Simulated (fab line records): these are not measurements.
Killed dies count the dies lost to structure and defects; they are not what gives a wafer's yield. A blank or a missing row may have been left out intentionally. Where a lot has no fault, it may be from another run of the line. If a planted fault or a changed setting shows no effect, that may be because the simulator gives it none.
Matching of chambers -- flow n5-finfet -- 4 sister chambers for N5_SD_EPI_N_LINER_46 on ald-sin-02
The step material SiNx, target thk 3 nm. 8 wafers are shown with their chamber, then 9 later ones without.

## WAFERS WITH THEIR CHAMBER
wafer,chamber,heater-power-w (W)
L081.3,1,974
L084.3,0,901
L086.1,2,832
L086.2,3,721
L086.5,3,731
L089.1,2,848
L089.2,1,1006
L089.4,0,880

## WAFERS WITHOUT THEIR CHAMBER
wafer,heater-power-w (W)
L090.3,741
L090.4,850
L090.6,875
L093.2,898
L093.5,754
L093.6,844
L094.1,888
L094.4,898
L094.6,1017

## EACH ONE'S CHAMBER
wafer,from the rows above,in truth
L090.3,3,3
L090.4,2,2
L090.6,can't be placed: 0 or 2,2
L093.2,0,0
L093.5,3,3
L093.6,2,2
L094.1,0,0
L094.4,0,0
L094.6,1,1
Correct placement for 8 of the 9. Can't be placed from these rows: 1 (the true chamber is among the candidates in 1). Number placed wrongly: 0.
How it was worked out, from the rows above alone: a wafer's distance from a chamber is the root of the sum, over the readings, of the square of ((its reading less the chamber's mean) divided by the reading's scatter). The wafer belongs to the nearest chamber; if the next one is less than 2 further off, it can't be placed. For every chamber, the mean is computed from those of its wafers that are shown. The scatter: take each reading less its chamber's mean, square it, sum over the shown wafers, divide by the number of wafers less the number of chambers, and take the root.
